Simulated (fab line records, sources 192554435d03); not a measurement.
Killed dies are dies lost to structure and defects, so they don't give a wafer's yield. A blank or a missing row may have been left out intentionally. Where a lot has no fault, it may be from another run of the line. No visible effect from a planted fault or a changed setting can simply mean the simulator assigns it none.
fab line records    flow n5Finfet
record: lots: 11  wafers: 33  lastDay: 17
route steps=1938 shown BEOL_M8@1366
lots that met no fault: taken from a fault-free run of the same line
startH: start of the lot's first displayed wafer, in hours after the record's first day    waitH: hours from the lot's prior step to this one    " identical to the entry in the row above    L1.1+2: one row covering several wafers at once    - no value, or no start given    * or withheld: withheld    < > ~ a bound
route shown NAME@n: NAME is a module with steps in the file, n the number in the route of the first one    usual: mean and standard deviation over wafers with no fault    same: alike in all rows    chamber/n: place in a boat    sites: each site's reading    _std_site: the standard deviation of these    _edge_site: mean of outer sites minus mean of inner sites    radiusMm: for every site, how far away it sits from the centre of the wafer    mask NAME#n: copy n    behind: the last tool/chamber to shape the wafer    hold: cause of the lot's hold/its duration in hours/its outcome    device: whichever transistor did not switch (one of n, p or np)    end of line: tests run on the same wafers once the route is complete    for a step that has no rows: nothing shown but its recipe    killed: count of dies lost to structure and defects at first sort (not the wafer's yield)    map: a wafer's dies, x killed, . not, _ none there
set.NAME: the setting as run; set.NAME@STEP: as run at that earlier step    model.NAME: the simulator's own value behind a step, which no gauge read
the route's steps for a sample of lots (tables are steps, rows are wafers)
services: the hour from which a tool's chamber was out of use, counted from the record's first day as startH (under 0 if before that day), plus the number of hours and why
== steps ==
step: N5_BEOL_M8_OVL_MEAS_29
recipe: pointsPerWafer: 522
usual: V7_OVL: -0.2/0.65
lot.wafer  tool        chamber  startH  waitH  V7_OVL[nm]
L679.3     overlay-02  0        190.27  0.0    -0.8
L679.4     "           0        "       "      -0.3
L679.5     "           0        "       "      -1.0
L680.2     overlay-02  0        210.23  0.0    0.7
L680.3     "           0        "       "      -0.7
L680.5     "           0        "       "      -0.3
L681.2     overlay-01  0        212.36  0.0    0.0
L681.4     "           0        "       "      -0.4
L681.6     "           0        "       "      -1.7
L686.2     overlay-02  0        244.71  0.0    0.2
L686.3     "           0        "       "      -0.9
L686.4     "           0        "       "      0.4
L690.1     overlay-02  0        260.23  0.0    -0.6
L690.4     "           0        "       "      0.6
L690.5     "           0        "       "      -0.2
L694.1     overlay-02  0        283.52  0.0    -0.3
L694.2     "           0        "       "      -0.3
L694.4     "           0        "       "      0.0
L693.1     overlay-02  0        287.26  0.0    0.3
L693.4     "           0        "       "      0.1
L693.6     "           0        "       "      0.3
L698.2     overlay-01  0        314.06  0.0    0.0
L698.4     "           0        "       "      -0.2
L698.6     "           0        "       "      -0.2
L700.2     overlay-01  0        317.02  0.0    0.6
L700.4     "           0        "       "      0.1
L700.6     "           0        "       "      0.1
L701.1     overlay-02  0        325.39  0.0    0.4
L701.2     "           0        "       "      -0.2
L701.6     "           0        "       "      -0.2
L702.2     overlay-01  0        344.44  0.0    -0.5
L702.3     "           0        "       "      -0.5
L702.5     "           0        "       "      0.4
step: N5_BEOL_M8_ALD_77
recipe: material: TaN  targetThkA: 20  tempC: 275  aldPrecursorFamily: PDMAT  aldCoReactant: NH3  pressureTorr: 3  carrierFlowSccm: 1500  pulseTimeS: 2  purgeTimeS: 3  coReactantPurgeTimeS: 2  coReactantPulseTimeS: 3  aldCycles: 40  precursorVesselTempC: 75  precursorVesselPressureTorr: 26.25  precursorVesselCarrierSccm: 1000
usual: aldCycles: 40/0  heaterPowerW: 408/55
lot.wafer  tool         chamber  startH  waitH  aldCycles  heaterPowerW
L679.3     aldMetal-02  1        192.26  0.3    40         380
L679.4     "            2        "       "      40         311
L679.5     "            0        "       "      40         443
L680.2     aldMetal-02  1        211.58  0.1    40         368
L680.3     "            0        "       "      40         443
L680.5     "            3        "       "      40         478
L681.2     aldMetal-02  3        213.62  0.1    40         476
L681.4     "            1        "       "      40         378
L681.6     "            1        "       "      40         379
L686.2     aldMetal-02  0        246.16  0.1    40         442
L686.3     "            3        "       "      42         468
L686.4     "            1        "       "      40         380
L690.1     aldMetal-02  3        261.57  0.1    42         475
L690.4     "            0        "       "      40         439
L690.5     "            1        "       "      40         372
L694.1     aldMetal-03  2        285.06  0.1    40         408
L694.2     "            0        "       "      40         416
L694.4     "            1        "       "      40         405
L693.1     aldMetal-03  1        288.69  0.1    40         397
L693.4     "            0        "       "      40         406
L693.6     "            2        "       "      40         407
L698.2     aldMetal-01  0        315.29  0.0    40         352
L698.4     "            2        "       "      40         426
L698.6     "            1        "       "      40         409
L700.2     aldMetal-03  2        318.88  0.3    40         407
L700.4     "            3        "       "      40         470
L700.6     "            0        "       "      40         397
L701.1     aldMetal-01  0        328.10  0.0    40         356
L701.2     "            3        "       "      40         419
L701.6     "            3        "       "      40         421
L702.2     aldMetal-02  1        345.70  0.0    40         378
L702.3     "            3        "       "      40         474
L702.5     "            0        "       "      40         438
step: N5_BEOL_M8_SURFACE_TREAT_79
recipe: gas: Ar  timeS: *  ionEnergyEv: *  ionCurrentMaCm2: 0.5  pressureMtorr: *  arFlowSccm: 30
usual: throttleValvePct: *
lot.wafer  tool           chamber  startH  waitH  throttleValvePct
L679.3     pvdSputter-01  -        193.93  1.5    *
L679.4     "              -        "       "      *
L679.5     "              -        "       "      *
L680.2     pvdSputter-01  -        211.97  0.3    *
L680.3     "              -        "       "      *
L680.5     "              -        "       "      *
L681.2     pvdSputter-02  -        213.98  0.2    *
L681.4     "              -        "       "      *
L681.6     "              -        "       "      *
L686.2     pvdSputter-02  -        246.71  0.4    *
L686.3     "              -        "       "      *
L686.4     "              -        "       "      *
L690.1     pvdSputter-02  -        261.96  0.3    *
L690.4     "              -        "       "      *
L690.5     "              -        "       "      *
L694.1     pvdSputter-03  -        285.38  0.2    *
L694.2     "              -        "       "      *
L694.4     "              -        "       "      *
L693.1     pvdSputter-01  -        289.05  0.2    *
L693.4     "              -        "       "      *
L693.6     "              -        "       "      *
L698.2     pvdSputter-03  -        315.62  0.2    *
L698.4     "              -        "       "      *
L698.6     "              -        "       "      *
L700.2     pvdSputter-01  -        321.29  2.3    *
L700.4     "              -        "       "      *
L700.6     "              -        "       "      *
L701.1     pvdSputter-02  -        328.42  0.2    *
L701.2     "              -        "       "      *
L701.6     "              -        "       "      *
L702.2     pvdSputter-01  -        346.00  0.2    *
L702.3     "              -        "       "      *
L702.5     "              -        "       "      *
step: N5_BEOL_M8_ANNEAL_51
recipe: tempC: 225  timeS: 90  ambient: N2
usual: wafer_temp_C_max: 225.72/0.26
lot.wafer  tool          chamber  startH  waitH  wafer_temp_C_max
L679.3     rtpAnneal-01  0        194.47  0.2    225.65
L679.4     "             0        "       "      225.50
L679.5     "             0        "       "      225.54
L680.2     rtpAnneal-01  0        213.26  0.6    225.40
L680.3     "             0        "       "      225.34
L680.5     "             0        "       "      225.80
L681.2     rtpAnneal-02  0        214.51  0.1    225.95
L681.4     "             0        "       "      225.73
L681.6     "             0        "       "      226.03
L686.2     rtpAnneal-01  0        247.71  0.5    225.40
L686.3     "             0        "       "      225.59
L686.4     "             0        "       "      225.51
L690.1     rtpAnneal-02  0        264.61  2.0    225.75
L690.4     "             0        "       "      225.43
L690.5     "             0        "       "      225.74
L694.1     rtpAnneal-01  0        286.91  0.1    225.78
L694.2     "             0        "       "      225.69
L694.4     "             0        "       "      226.07
L693.1     rtpAnneal-01  0        289.56  0.1    225.38
L693.4     "             0        "       "      225.59
L693.6     "             0        "       "      225.21
L698.2     rtpAnneal-01  0        317.15  0.1    225.77
L698.4     "             0        "       "      225.59
L698.6     "             0        "       "      225.71
L700.2     rtpAnneal-01  0        321.98  0.3    225.67
L700.4     "             0        "       "      225.74
L700.6     "             0        "       "      225.65
L701.1     rtpAnneal-01  0        328.82  0.1    225.75
L701.2     "             0        "       "      225.68
L701.6     "             0        "       "      225.56
L702.2     rtpAnneal-01  0        346.54  0.2    225.44
L702.3     "             0        "       "      225.51
L702.5     "             0        "       "      225.35
== services ==
tool           chamber  startH  hours  kind
aldMetal-01    -        173.87  2.8    pm
aldMetal-03    1        179.37  12.1   repair
aldMetal-01    2        195.64  10.1   repair
aldMetal-03    3        218.00  26.5   repair
pvdSputter-03  -        335.59  1.7    repair
aldMetal-01    -        337.25  14.0   pm
aldMetal-01    0        337.25  14.0   ventCycle
aldMetal-01    1        337.25  14.0   ventCycle
aldMetal-01    2        337.25  14.0   ventCycle
aldMetal-01    3        337.25  14.0   ventCycle
== key ==
firstSign: step: N5_BEOL_M8_ALD_77  reading: aldCycles  direction: up  sigmas: 99+  usual: *  struck: *
effect none on later readings
metAt N5_BEOL_M8_ALD_77
struckLots L686,L690
struckWafers L686.3,L690.1
notActingAt N5_BEOL_M8_OVL_MEAS_29,N5_BEOL_M8_SURFACE_TREAT_79,N5_BEOL_M8_ANNEAL_51
onsetBetween 213.62 246.16
fault: kind: processParameterDrift  tool: aldMetal-02  chamber: 3  onsetH: 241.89  steps: N5_BEOL_M8_ALD_77  channel: aldCycles  offset: *  shape: step  endH: 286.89  actsIn: *  stated: *
